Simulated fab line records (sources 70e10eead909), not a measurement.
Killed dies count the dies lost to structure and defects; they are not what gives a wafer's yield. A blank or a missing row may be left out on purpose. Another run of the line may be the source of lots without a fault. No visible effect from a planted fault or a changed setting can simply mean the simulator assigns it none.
Matching of chambers ; flow nand-harc ; NHARC_A_CHANNEL_FILL_D1_ETCHBACK_19 on rie-si-02 has 4 sister chambers
The step etches the open film in HBr/Cl2, target depth 5 nm, time 1.7 s. 16 wafers are shown with their chamber, then 8 later ones without.

== WAFERS, EACH WITH ITS CHAMBER ==
wafer;chamber;drypump-motor-current-A (A);oes-product-au (a.u.);throttle-valve-pct (%)
L075.2;3;6.3;0.988;26.405
L075.3;0;5.2;1.009;26.408
L075.5;1;5.5;0.994;26.397
L078.3;1;5.4;0.990;26.413
L078.4;0;5.3;1.001;26.410
L078.5;2;5.1;0.972;26.417
L082.2;3;6.2;0.991;26.404
L082.4;2;5.1;0.980;26.416
L082.5;1;5.5;0.985;26.407
L084.3;2;5.1;0.986;26.401
L084.4;1;5.5;0.987;26.390
L084.6;1;5.5;0.974;26.409
L089.2;3;6.2;1.012;26.412
L089.3;1;5.5;0.981;26.410
L089.4;2;5.1;0.986;26.418
L093.1;0;5.2;0.997;26.395

SIGNATURES, as means of the wafers listed above
reading;chamber 0;chamber 1;chamber 2;chamber 3;scatter within a chamber
drypump-motor-current-A;5.233;5.483;5.100;6.233;0.0425
oes-product-au;1.00233;0.98517;0.98100;0.99700;0.00814
throttle-valve-pct;26.40433;26.40433;26.41300;26.40700;0.00796
Rule: a wafer lies at a distance from a chamber equal to the root of the sum of squares, over the readings, of (its reading less the chamber's mean, divided by the reading's scatter). If the next closest chamber is less than 2 further off than the closest, the wafer can't be placed; otherwise it belongs to the closest. The scatter: the root of (the sum of the squares of (reading less its chamber's mean) over the shown wafers, divided by (wafers less chambers)).

== WAFERS MISSING THEIR CHAMBER ==
wafer;drypump-motor-current-A (A);oes-product-au (a.u.);throttle-valve-pct (%)
L093.5;5.5;0.991;26.387
L093.6;5.1;0.988;26.409
L094.1;5.5;0.997;26.418
L094.3;6.2;1.002;26.403
L094.6;5.2;0.996;26.422
L095.1;5.1;0.997;26.399
L095.4;6.3;1.007;26.404
L095.5;5.5;0.995;26.400

== WHICH CHAMBER EACH WENT THROUGH ==
wafer;from the rows above;in truth
L093.5;1;1
L093.6;2;2
L094.1;1;1
L094.3;3;3
L094.6;can't be placed: 0 or 2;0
L095.1;can't be placed: 2 or 0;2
L095.4;3;3
L095.5;1;1
Placed correctly: 6 of 8. From these rows, 2 cannot be placed; in 2 the true chamber is one of the candidates. Wrongly placed: 0.
